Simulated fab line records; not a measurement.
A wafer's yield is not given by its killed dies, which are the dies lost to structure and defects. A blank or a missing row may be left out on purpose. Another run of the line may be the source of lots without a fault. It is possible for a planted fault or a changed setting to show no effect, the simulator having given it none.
Chamber matching ; flow n5_finfet ; rie_diel-04 running N5_BEOL_M14_DESCUM_33: 4 sister chambers
The step chemistry O2, time 7.9 s. 8 wafers are shown with their chamber, then 10 later ones without.

== WAFERS, EACH WITH ITS CHAMBER ==
wafer;chamber;showerhead_plenum_p_Torr (Torr);drypump_motor_current_A (A)
L083.1;0;2.02;5.3
L083.4;3;2.21;6.0
L083.6;1;2.21;5.1
L088.1;3;2.20;6.0
L088.4;2;2.10;6.1
L088.6;0;2.02;5.3
L090.1;1;2.21;5.0
L090.5;2;2.09;6.1

== WAFERS WITH NO CHAMBER GIVEN ==
wafer;showerhead_plenum_p_Torr (Torr);drypump_motor_current_A (A)
L090.6;2.21;5.0
L091.2;2.02;5.3
L091.3;2.20;6.0
L091.4;2.09;6.1
L093.2;2.02;5.3
L093.3;2.20;5.1
L093.4;2.20;6.0
L097.1;2.20;6.1
L097.2;2.09;6.1
L097.5;2.01;5.3

== EACH ONE'S CHAMBER ==
wafer;from the rows above;in truth
L090.6;1;1
L091.2;0;0
L091.3;3;3
L091.4;2;2
L093.2;0;0
L093.3;1;1
L093.4;3;3
L097.1;3;3
L097.2;2;2
L097.5;0;0
10 of 10 placed correctly. From these rows, 0 cannot be placed. Number placed wrongly: 0.
How it was worked out, from the rows above alone: a wafer's distance from a chamber is the root of the sum, over the readings, of the square of ((its reading less the chamber's mean) divided by the reading's scatter). The wafer belongs to the nearest chamber; if the next one is less than 2 further off, it can't be placed. Each chamber's mean is taken over the wafers shown for it. The scatter: the root of (the sum of the squares of (reading less its chamber's mean) over the shown wafers, divided by (wafers less chambers)).
